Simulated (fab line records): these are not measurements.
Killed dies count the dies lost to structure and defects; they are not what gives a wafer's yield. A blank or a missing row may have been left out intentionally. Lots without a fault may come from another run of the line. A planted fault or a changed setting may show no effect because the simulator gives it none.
Chamber matching	flow n5 finfet	N5_BEOL_M3_PRE_CLEAN_60 on cvd co-02: 3 sister chambers
The step time 15 s. 3 wafers are shown with their chamber, then 12 later ones without.

== EACH WAFER AND ITS CHAMBER ==
wafer	chamber	heater power w (W)
L076.6	0	93
L089.2	1	98
L089.5	2	76

== WAFERS MISSING THEIR CHAMBER ==
wafer	heater power w (W)
L088.2	100
L088.3	78
L088.6	75
L091.2	99
L091.5	76
L091.6	100
L096.2	75
L096.5	91
L096.6	75
L097.1	75
L097.5	74
L097.6	92

== THE CHAMBER EACH PASSED THROUGH ==
wafer	from the rows above	in truth
L088.2	1	1
L088.3	2	2
L088.6	2	2
L091.2	1	1
L091.5	2	2
L091.6	1	1
L096.2	2	2
L096.5	0	0
L096.6	2	2
L097.1	2	2
L097.5	2	2
L097.6	0	0
12 of 12 placed correctly. From these rows, 0 cannot be placed. Number placed wrongly: 0.
How it was worked out, from the rows above alone: a wafer's distance from a chamber is the root of the sum, over the readings, of the square of ((its reading less the chamber's mean) divided by the reading's scatter). The wafer belongs to the nearest chamber; if the next one is less than 2 further off, it can't be placed. A chamber's mean is the mean of its shown wafers. The scatter: root of mean squared gap, hidden wafer to nearest shown wafer, with one shown wafer a chamber.
